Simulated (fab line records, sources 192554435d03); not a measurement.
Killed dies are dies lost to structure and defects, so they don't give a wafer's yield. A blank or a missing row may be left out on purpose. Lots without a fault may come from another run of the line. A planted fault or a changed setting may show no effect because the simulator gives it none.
fab line records | flow n5_finfet | part 2 of 2: steps 20 to 26 of 26
record lots=5 wafers=15 last_day=15
route steps=1938 shown BEOL_M11@1554
lots that met no fault: from a run of the same line without faults
start_h: hours from the record's first day to the start of the lot's first wafer shown | wait_h: hours since the lot's step before | " the same as in the row above | L1.1+2: a row that stands for several wafers | - no value, or no start given | * or withheld: withheld | < > ~ a bound
route shown NAME@n: a module of which the file shows steps, and the number in the route of the first | usual: mean/standard deviation of fault-free wafers | same: alike in all rows | chamber/n: place in a boat | sites: the reading at each site | _std_site: their standard deviation | _edge_site: outer sites' mean less inner sites' | radius_mm: how far each site lies from the wafer's centre | mask NAME#n: copy n | behind: the tool/chamber that last shaped the wafer | hold: why the lot was held/for how many hours/how that ended | device: the transistor (n, p or np) that didn't switch | end of line: the same wafers' tests at the end of the route | a step without rows: its recipe alone | killed: dies lost to structure and defects at the first sort, not the wafer's yield | map: a wafer's dies, x killed, . not, _ none there
set.NAME: the setting as run; set.NAME@STEP: as run at that earlier step | model.NAME: the simulator's own value behind a step, which no gauge read
lots at some steps of the route; a table a step, a row a wafer
services: from which hour (start_h, from the record's first day; less than 0 if before it) a tool's chamber was out of use, for how many hours, and why
## steps
# step N5_BEOL_M11_ETCH_66
# recipe chemistry=N2/H2 target=SOC target_depth_a=1200 overetch_a=240 mask_material=SiARC temp_c=40 time_s=180 ion_energy_ev=200 pressure_mtorr=30 source_w=840 bias_w=150 n2_flow_sccm=200 h2_flow_sccm=200
# usual drypump_motor_current_A=5.9/0.31 oes_product_au=0.66/0.064 rf_vpp_V=523/3.1 showerhead_plenum_p_Torr=2.52/0.11 throttle_valve_pct=17.68/0.26
# columns lot.wafer tool chamber start_h wait_h drypump_motor_current_A oes_product_au rf_hours_counter_h rf_vpp_V showerhead_plenum_p_Torr throttle_valve_pct
L078.1 rie_diel-04 1 253.48 0.0 6.2 0.59 193 525 2.60 17.56
L078.3 " 2 " " 6.1 0.74 15 525 2.60 17.63
L078.6 " 2 " " 6.0 0.74 - 526 2.60 17.65
L083.2 rie_diel-06 0 271.38 0.0 5.4 0.78 2 527 2.70 17.48
L083.5 " 2 " " 5.9 0.72 - 525 2.60 17.54
L083.6 " 1 " " 6.2 0.68 - 521 2.48 17.94
L084.2 rie_diel-03 2 291.10 0.0 6.6 0.72 28 523 2.47 17.14
L084.3 " 1 " " 5.6 0.57 223 521 2.40 18.14
L084.5 " 1 " " 5.6 0.57 - 520 2.40 18.13
L085.4 rie_diel-06 3 299.65 0.0 6.0 0.60 165 522 2.41 17.78
L085.5 " 2 " " 5.9 0.70 - 525 2.60 17.56
L085.6 " 3 " " 6.0 0.60 - 522 2.41 17.78
L088.1 rie_diel-03 3 320.42 0.0 5.5 0.73 22 528 2.70 17.34
L088.2 " 2 " " 6.5 0.72 37 522 2.46 17.17
L088.6 " 3 " " 5.5 0.72 - 528 2.70 17.32
# step N5_BEOL_M11_STRIP_69
# recipe chemistry=N2/H2 temp_c=40 n2_flow_sccm=200 h2_flow_sccm=200 rf_frequency_hz=6e+07
# columns lot.wafer tool chamber start_h wait_h
L078.1+3+6 rie_diel-04 1,2,2 253.59 0.1
L083.2+5+6 rie_diel-06 0,2,1 271.50 0.1
L084.2+3+5 rie_diel-03 2,1,1 291.22 0.1
L085.4+5+6 rie_diel-06 3,2,3 299.76 0.1
L088.1+2+6 rie_diel-03 3,2,3 320.54 0.1
# step N5_BEOL_M11_VIA_ETCH_34
# recipe chemistry=C4F6/O2 target=SiCOH_lowk target_depth_a=1845 mask_material=SOC taper_deg=4 time_s=69.2 ion_energy_ev=250 pressure_mtorr=30 source_w=345 bias_w=185 Ar_flow_sccm=300 C4F6_flow_sccm=10 O2_flow_sccm=10
# usual drypump_motor_current_A=5.9/0.3 oes_product_au=0.82/0.087 rf_vpp_V=660/19 showerhead_plenum_p_Torr=2.85/0.12 throttle_valve_pct=20.88/0.25
# columns lot.wafer tool chamber start_h wait_h drypump_motor_current_A oes_product_au rf_hours_counter_h rf_vpp_V showerhead_plenum_p_Torr throttle_valve_pct
L078.1 rie_diel-04 1 253.60 0.0 6.2 0.70 193 668 2.95 20.81
L078.3 " 2 " " 6.1 0.92 15 704 2.95 21.07
L078.6 " 2 " " 6.1 0.92 - 706 2.95 21.07
L083.2 rie_diel-06 0 271.51 0.0 5.5 0.98 2 664 3.05 20.74
L083.5 " 2 " " 5.9 0.89 - 685 2.90 20.58
L083.6 " 1 " " 6.2 0.85 - 655 2.79 21.11
L084.2 rie_diel-03 2 291.23 0.0 6.5 0.91 28 647 2.80 20.48
L084.3 " 1 " " 5.6 0.72 224 653 2.70 21.22
L084.5 " 1 " " 5.6 0.71 - 649 2.70 21.22
L085.4 rie_diel-06 3 299.77 0.0 6.0 0.73 165 634 2.77 21.19
L085.5 " 2 " " 5.9 0.89 - 685 2.89 20.60
L085.6 " 3 " " 6.0 0.72 - 635 2.77 21.20
L088.1 rie_diel-03 3 320.55 0.0 5.5 0.90 22 659 3.05 20.54
L088.2 " 2 " " 6.6 0.90 37 647 2.79 20.52
L088.6 " 3 " " 5.5 0.89 - 659 3.05 20.57
# step N5_BEOL_M11_STRIP_73
# recipe chemistry=C4F6/O2 resist=SiARC rf_frequency_hz=6e+07
# columns lot.wafer tool chamber start_h wait_h
L078.1+3+6 rie_diel-04 1,2,2 253.65 0.0
L083.2+5+6 rie_diel-06 0,2,1 271.56 0.0
L084.2+3+5 rie_diel-03 2,1,1 291.28 0.0
L085.4+5+6 rie_diel-06 3,2,3 299.83 0.0
L088.1+2+6 rie_diel-03 3,2,3 320.60 0.0
# step N5_BEOL_M11_STRIP_36
# recipe chemistry=N2/H2 power_w=450 temp_c=40 pressure_mtorr=20 rf_frequency_hz=6e+07 overash_fraction=0.3 bias_power_w=7 h2_frac=0.5 n2_flow_sccm=200 h2_flow_sccm=200
# usual drypump_motor_current_A=5.9/0.31 oes_product_au=0.82/0.085 rf_vpp_V=59.3/2.1 showerhead_plenum_p_Torr=2.52/0.11 throttle_valve_pct=23.5/0.33
# columns lot.wafer tool chamber start_h wait_h drypump_motor_current_A oes_product_au rf_hours_counter_h rf_vpp_V showerhead_plenum_p_Torr throttle_valve_pct
L078.1 rie_diel-04 1 253.66 0.0 6.2 0.72 193 55.1 2.60 23.2
L078.3 " 2 " " 6.0 0.91 15 61.9 2.59 23.4
L078.6 " 2 " " 6.1 0.92 - 61.4 2.59 23.4
L083.2 rie_diel-06 0 271.57 0.0 5.4 0.99 2 56.5 2.69 23.4
L083.5 " 2 " " 5.9 0.87 - 58.1 2.60 23.4
L083.6 " 1 " " 6.2 0.86 - 57.8 2.47 23.8
L084.2 rie_diel-03 2 291.29 0.0 6.6 0.92 28 58.7 2.46 22.8
L084.3 " 1 " " 5.6 0.71 224 60.6 2.40 24.0
L084.5 " 1 " " 5.6 0.71 - 63.7 2.40 24.0
L085.4 rie_diel-06 3 299.84 0.0 6.0 0.74 165 57.3 2.41 23.5
L085.5 " 2 " " 5.9 0.88 - 63.1 2.60 23.4
L085.6 " 3 " " 6.0 0.74 - 60.8 2.41 23.5
L088.1 rie_diel-03 3 320.61 0.0 5.5 0.88 22 61.3 2.70 23.1
L088.2 " 2 " " 6.5 0.89 37 55.9 2.46 22.8
L088.6 " 3 " " 5.5 0.90 - 59.4 2.70 23.1
# step N5_BEOL_M11_TRENCH_ETCH_37
# recipe chemistry=C4F6/O2 target_depth_a=1488.3 target=SiCOH_lowk time_s=48 ion_energy_ev=250 pressure_mtorr=30 source_w=345 bias_w=185 Ar_flow_sccm=300 C4F6_flow_sccm=10 O2_flow_sccm=10
# usual drypump_motor_current_A=5.9/0.31 oes_product_au=0.82/0.087 rf_vpp_V=661/19 showerhead_plenum_p_Torr=2.85/0.12 throttle_valve_pct=20.91/0.25
# columns lot.wafer tool chamber start_h wait_h drypump_motor_current_A oes_product_au rf_hours_counter_h rf_vpp_V showerhead_plenum_p_Torr throttle_valve_pct
L078.1 rie_diel-04 1 - - 6.2 0.71 193 664 2.95 20.83
L078.3 " 2 " " 6.1 0.93 15 706 2.95 21.10
L078.6 " 2 " " 6.1 0.92 - 704 2.95 21.10
L083.2 rie_diel-06 0 - - 5.4 0.97 2 665 3.05 20.77
L083.5 " 2 " " 5.8 0.90 - 686 2.90 20.62
L083.6 " 1 " " 6.2 0.86 - 656 2.79 21.14
L084.2 rie_diel-03 2 - - 6.5 0.91 28 648 2.80 20.51
L084.3 " 1 " " 5.5 0.71 224 650 2.70 21.22
L084.5 " 1 " " 5.6 0.72 - 652 2.70 21.23
L085.4 rie_diel-06 3 - - 6.0 0.73 165 633 2.77 21.25
L085.5 " 2 " " 5.9 0.87 - 686 2.89 20.62
L085.6 " 3 " " 6.0 0.73 - 633 2.77 21.23
L088.1 rie_diel-03 3 - - 5.5 0.91 22 658 3.05 20.59
L088.2 " 2 " " 6.6 0.89 37 648 2.79 20.53
L088.6 " 3 " " 5.5 0.89 - 658 3.05 20.57
# step N5_BEOL_M11_ETCH_41
# recipe chemistry=CH3F/O2 target=SiCN target_depth_a=426 taper_deg=2 time_s=86 ion_energy_ev=120 mask_material=TiN pressure_mtorr=30 source_w=395 bias_w=75 Ar_flow_sccm=150 CH3F_flow_sccm=30 O2_flow_sccm=20
# usual drypump_motor_current_A=5.9/0.31 oes_product_au=0.82/0.086 rf_vpp_V=297.2/2 showerhead_plenum_p_Torr=2.00/0.086 throttle_valve_pct=16.26/0.25
# columns lot.wafer tool chamber start_h wait_h drypump_motor_current_A oes_product_au rf_hours_counter_h rf_vpp_V showerhead_plenum_p_Torr throttle_valve_pct
L078.1 rie_diel-04 1 - - 6.2 0.71 193 299.7 2.07 16.25
L078.3 " 2 " " 6.1 0.93 15 298.5 2.07 16.36
L078.6 " 2 " " 6.0 0.92 - 299.0 2.07 16.36
L083.2 rie_diel-06 0 - - 5.4 0.99 2 297.8 2.14 16.06
L083.5 " 2 " " 5.9 0.90 - 296.9 2.03 15.97
L083.6 " 1 " " 6.2 0.86 - 295.1 1.96 16.43
L084.2 rie_diel-03 2 - - 6.5 0.91 28 296.7 1.96 15.90
L084.3 " 1 " " 5.6 0.71 224 295.0 1.89 16.64
L084.5 " 1 " " 5.6 0.71 - 296.2 1.89 16.65
L085.4 rie_diel-06 3 - - 6.0 0.74 165 297.6 1.94 16.56
L085.5 " 2 " " 5.9 0.88 - 297.6 2.03 15.99
L085.6 " 3 " " 5.9 0.73 - 295.6 1.94 16.54
L088.1 rie_diel-03 3 - - 5.5 0.90 22 300.0 2.14 15.92
L088.2 " 2 " " 6.5 0.89 37 296.4 1.96 15.91
L088.6 " 3 " " 5.5 0.90 - 298.9 2.15 15.91
## services
# columns tool chamber start_h hours kind
rie_diel-03 3 233.72 - clean
rie_diel-03 3 233.72 - consumable_replace:focus_ring
rie_diel-03 3 233.72 - consumable_replace:showerhead
rie_diel-03 3 233.72 11.9 scheduled_down
rie_diel-03 3 233.72 11.9 vent_cycle
arfi_scanner-02 - 234.38 2.6 repair
rie_diel-06 0 242.41 - clean
rie_diel-06 0 242.41 - consumable_replace:focus_ring
rie_diel-06 0 242.41 - consumable_replace:showerhead
rie_diel-06 0 242.41 21.1 scheduled_down
rie_diel-06 0 242.41 21.1 vent_cycle
arfi_scanner-02 - 248.84 1.0 pm
rie_diel-04 0 250.43 17.9 repair
arfi_scanner-01 - 252.93 1.0 pm
arfi_scanner-02 - 266.37 4.9 pm
rie_diel-03 - 267.61 2.8 pm
rie_metal-01 - 272.73 0.1 repair
arfi_scanner-02 - 281.88 1.3 pm
rie_diel-03 3 285.89 4.9 repair
arfi_scanner-02 - 300.05 1.8 repair
arfi_scanner-01 - 304.73 1.3 pm
rie_metal-02 - 307.13 0.8 repair
arfi_scanner-02 - 309.62 3.1 pm
rie_diel-06 - 318.79 1.1 repair
